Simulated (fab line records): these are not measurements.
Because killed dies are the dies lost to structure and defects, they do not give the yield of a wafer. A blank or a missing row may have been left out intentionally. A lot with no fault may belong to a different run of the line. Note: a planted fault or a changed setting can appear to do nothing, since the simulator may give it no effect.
Comparing a struck lot with a sound one | flow nand-harc | 40 steps out of a route of 1302
Sound: wafers L715.3, L715.5, L715.6. Struck: wafers L716.1, L716.6 (left out: L716.2, a lot-mate that was not struck); the cause follows at the end.
Per side, at each step with rows, come the tool, then ch with its chambers, and then its first start. Under that, the readings that differ: sound wafers | struck wafers | difference of the means | sigmas: that difference in standard deviations of wafers without a fault.
alike: same words and numbers on both sides, and readings whose means sit less than 2 such deviations apart. not compared: any withheld reading, any reading some wafer has no value for, any bound like >300 that may hide the same value, and any number with overlapping values for which the record gives no deviation.
A row with sigmas, a row that says differs or no value, or rows on one side alone: a step with any of these is where the two part. When numbers do not overlap yet have no deviation, they are printed without sigmas and do not part them. Lack of a reading on every wafer of one side parts them only where that side has two or more wafers.

first, 4 steps without rows for these wafers: NHARC_A_BONDPAD_HARDBAKE_10 (time 65 s); NHARC_A_BONDPAD_DESCUM_11 (chemistry O2, time 3 s); NHARC_A_BONDPAD_ETCH_34 (etches the open film in N2/H2, target depth 60 nm, overetch 18 nm, time 65.91 s); NHARC_A_BONDPAD_ETCH_12 (etches the open film in CHF3/O2, target depth 220 nm, time 110 s).
NHARC_A_BONDPAD_CD_MEAS_13:
  struck on cd-sem-03, day 28 04:29; sound on cd-sem-03, day 28 23:17
  alike: cd-nm
NHARC_A_BONDPAD_STRIP_15: strips in O2.
  sound on rie-diel-04 ch 0,1,2, day 28 23:24; struck on rie-diel-01 ch 0,2, day 28 04:35
  alike: drypump-motor-current-A, oes-product-au, rf-vpp-V, showerhead-plenum-p-Torr, throttle-valve-pct
  not compared: rf-hours-counter-h
NHARC_A_BONDPAD_ETCH_24: etches the open film in CF4/N2, target depth 30 nm, time 72.99 s.
  sound: rie-diel-04 ch 1,2; struck: rie-diel-01 ch 2,3
  alike: drypump-motor-current-A, oes-product-au, rf-vpp-V, showerhead-plenum-p-Torr, throttle-valve-pct
  not compared: rf-hours-counter-h
then, 2 steps without rows for these wafers: NHARC_A_BONDPAD_STRIP_16 (strips in post etch residue remover, time 600 s); NHARC_A_BONDPAD_DEGAS_25 (time 60 s).
NHARC_A_BONDPAD_PRE_CLEAN_26: time 30 s.
  sound on pvd-sputter-02; struck on pvd-sputter-01
  alike: heater-power-w, susceptor-temp-C
then, 2 steps without rows for these wafers: NHARC_A_BONDPAD_PVD_17 (deposits TaN, target thk 5 nm, time 8.06 s); NHARC_A_BONDPAD_PVD_27 (deposits Cu, target thk 30 nm, time 20.49 s).
NHARC_A_BONDPAD_ECD_18: material Cu, target thk 400 nm.
  sound on ecd-cu-01 ch 0,1, day 29 00:22; struck on ecd-cu-02 ch 0,1, day 28 05:28
then, 1 step without rows for these wafers: NHARC_A_BONDPAD_ANNEAL_28 (time 90 s).
NHARC_A_BONDPAD_CMP_19: polishes, t overpolish 30 s, cu recess touch 16 s, target thk 169.82 nm.
  sound on cmp-01 ch 0,3, day 29 01:01; struck on cmp-03 ch 0,1, day 28 06:13
  alike: motor-current-A, overpolish-run-s
then, 1 step without rows for these wafers: NHARC_A_BONDPAD_SRD_21 (time 30 s, dry time 20 s).
NHARC_A_BONDPAD_INSPECT_23:
  struck on defect-inspect-02, day 28 06:43; sound on defect-inspect-02, day 29 01:32
  alike: raw-defect-count
then, 5 steps without rows for these wafers: NHARC_HYBRID_BOND_ACTIVATE_00 (chemistry N2, time 60 s); NHARC_HYBRID_BOND_PRECLEAN_01 (cleans in DIW, time 300 s); NHARC_HYBRID_BOND_SRD_02 (time 30 s, dry time 20 s); NHARC_HYBRID_BOND_BOND_03; NHARC_HYBRID_BOND_ANNEAL_04 (time 7200 s).
NHARC_HYBRID_BOND_OVL_MEAS_05:
  the record holds rows for the sound wafers here (overlay-02, day 29 21:23) but none for the struck ones
NHARC_HYBRID_BOND_INSPECT_06: inspects for defects (ir void).
  the record holds rows for the sound wafers here (defect-inspect-01, day 29 21:26) but none for the struck ones
NHARC_THIN_TSV_GRIND_00:
  the record has rows for the sound wafers here (grinder-01 ch 0, day 29 23:11) and none for the struck ones
then, 1 step without rows for these wafers: NHARC_THIN_TSV_CMP_01 (polishes).
NHARC_THIN_TSV_THK_MEAS_02: measures by ir.
  the record holds rows for the sound wafers here (film-metro-02, day 30 00:16) but none for the struck ones
then, 12 steps without rows for these wafers: NHARC_THIN_TSV_SRD_03; NHARC_THIN_TSV_PRECLEAN_41 (cleans in SC1); NHARC_THIN_TSV_SRD_42; NHARC_THIN_TSV_DEP_43 (deposits SiO2, target thk 1328.5 nm); NHARC_THIN_TSV_DEHYDRATE_04 (time 120 s); NHARC_THIN_TSV_HMDS_05 (time 30 s); NHARC_THIN_TSV_COAT_06; NHARC_THIN_TSV_SOFTBAKE_07 (time 95 s); NHARC_THIN_TSV_EBR_08; NHARC_THIN_TSV_EXPOSE_09 (exposes mask TSV); NHARC_THIN_TSV_PEB_10 (peb time 85 s); NHARC_THIN_TSV_DEVELOP_11 (time 70 s).
NHARC_END_SORT_01:
  sound on prober-02 ch 0, day 30 18:08; struck on prober-01 ch 0, day 29 12:37
  reading                  | sound          | struck  | difference | sigmas
  defect-limited-yield (%) | 90.3 90.1 91.7 | 0 0     | -91        | -34
  killed-at-array          | 66 66 52       | 672 676 | +613       | +34
  killed-dies              | 66 67 56       | 677 677 | +614       | +34
  alike: killed-at-other, killed-at-periphery, killed-open, killed-short

## WHERE THEY PART
At NHARC_HYBRID_BOND_OVL_MEAS_05 first; at NHARC_END_SORT_01 last (within this record only).

WHY: whatever the simulator had introduced
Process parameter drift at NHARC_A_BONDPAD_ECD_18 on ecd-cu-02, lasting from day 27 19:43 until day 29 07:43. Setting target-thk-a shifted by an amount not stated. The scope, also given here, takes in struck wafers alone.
